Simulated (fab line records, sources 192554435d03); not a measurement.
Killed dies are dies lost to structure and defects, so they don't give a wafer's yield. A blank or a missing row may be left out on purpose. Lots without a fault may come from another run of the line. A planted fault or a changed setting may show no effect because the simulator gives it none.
Chamber matching | flow n5_finfet | N5_HKMG_FIN_CMP_94 on cmp-02: 4 sister chambers
The step polishes, stops on SiNx, t overpolish 4.7 s, target thk 43.299 nm. 4 wafers are shown with their chamber, then 12 later ones without.

WAFERS WITH THEIR CHAMBER
wafer  | chamber | motor_current_A (A)
L090.1 | 1       | 10.8
L090.3 | 2       | 10.7
L091.5 | 0       | 13.2
L091.6 | 3       | 11.3

WAFERS WITHOUT THEIR CHAMBER
wafer  | motor_current_A (A)
L092.1 | 11.6
L092.2 | 10.9
L092.4 | 13.3
L093.1 | 13.6
L093.3 | 11.6
L093.4 | 10.6
L095.3 | 11.2
L095.4 | 10.6
L095.6 | 11.9
L096.1 | 11.2
L096.4 | 12.9
L096.5 | 10.9

WHICH CHAMBER EACH WENT THROUGH
wafer  | from the rows above          | in truth
L092.1 | can't be placed: 3 or 1      | 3
L092.2 | can't be placed: 1 or 2 or 3 | 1
L092.4 | 0                            | 0
L093.1 | 0                            | 0
L093.3 | can't be placed: 3 or 1      | 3
L093.4 | can't be placed: 2 or 1      | 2
L095.3 | can't be placed: 3 or 1 or 2 | 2
L095.4 | can't be placed: 2 or 1      | 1
L095.6 | can't be placed: 3 or 1      | 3
L096.1 | can't be placed: 3 or 1 or 2 | 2
L096.4 | 0                            | 0
L096.5 | can't be placed: 1 or 2 or 3 | 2
Placed correctly: 3 of 12. Can't be placed from these rows: 9 (the true chamber is among the candidates in 9). Placed wrongly: 0.
How it was worked out, from the rows above alone: a wafer's distance from a chamber is the root of the sum, over the readings, of the square of ((its reading less the chamber's mean) divided by the reading's scatter). The wafer belongs to the nearest chamber; if the next one is less than 2 further off, it can't be placed. A chamber's mean is the mean of its shown wafers. The scatter: with one shown wafer a chamber, the root of the mean of the squares of how far each hidden wafer lies from its nearest shown one.
